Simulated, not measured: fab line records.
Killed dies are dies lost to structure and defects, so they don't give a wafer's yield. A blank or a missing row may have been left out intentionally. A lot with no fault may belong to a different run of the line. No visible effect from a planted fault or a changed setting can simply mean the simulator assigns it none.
Matching of chambers || flow nand_harc || rie_diel-13 running NHARC_P_BONDPAD_STRIP_15: 4 sister chambers
The step strips in O2. 4 wafers are shown with their chamber, then 7 later ones without.

## EACH WAFER AND ITS CHAMBER
{"wafer": "L084.6", "chamber": 3, "drypump_motor_current_A (A)": 5.5}
{"wafer": "L085.1", "chamber": 1, "drypump_motor_current_A (A)": 4.7}
{"wafer": "L088.2", "chamber": 2, "drypump_motor_current_A (A)": 4.9}
{"wafer": "L088.5", "chamber": 0, "drypump_motor_current_A (A)": 5.8}

## WAFERS MISSING THEIR CHAMBER
{"wafer": "L088.6", "drypump_motor_current_A (A)": 5.5}
{"wafer": "L090.1", "drypump_motor_current_A (A)": 5.8}
{"wafer": "L090.4", "drypump_motor_current_A (A)": 5.5}
{"wafer": "L090.5", "drypump_motor_current_A (A)": 4.9}
{"wafer": "L097.1", "drypump_motor_current_A (A)": 4.7}
{"wafer": "L097.3", "drypump_motor_current_A (A)": 5.7}
{"wafer": "L097.6", "drypump_motor_current_A (A)": 5.5}

## WHICH CHAMBER EACH ONE RAN IN
{"wafer": "L088.6", "from the rows above": 3, "in truth": 3}
{"wafer": "L090.1", "from the rows above": 0, "in truth": 0}
{"wafer": "L090.4", "from the rows above": 3, "in truth": 3}
{"wafer": "L090.5", "from the rows above": 2, "in truth": 2}
{"wafer": "L097.1", "from the rows above": 1, "in truth": 1}
{"wafer": "L097.3", "from the rows above": 0, "in truth": 0}
{"wafer": "L097.6", "from the rows above": 3, "in truth": 3}
Correct placement for 7 of the 7. Can't be placed from these rows: 0. Placed wrongly: 0.
How it was worked out, from the rows above alone: a wafer's distance from a chamber is the root of the sum, over the readings, of the square of ((its reading less the chamber's mean) divided by the reading's scatter). If the next closest chamber is less than 2 further off than the closest, the wafer can't be placed; otherwise it belongs to the closest. A chamber's mean is the mean of its shown wafers. The scatter: root of mean squared gap, hidden wafer to nearest shown wafer, with one shown wafer a chamber.
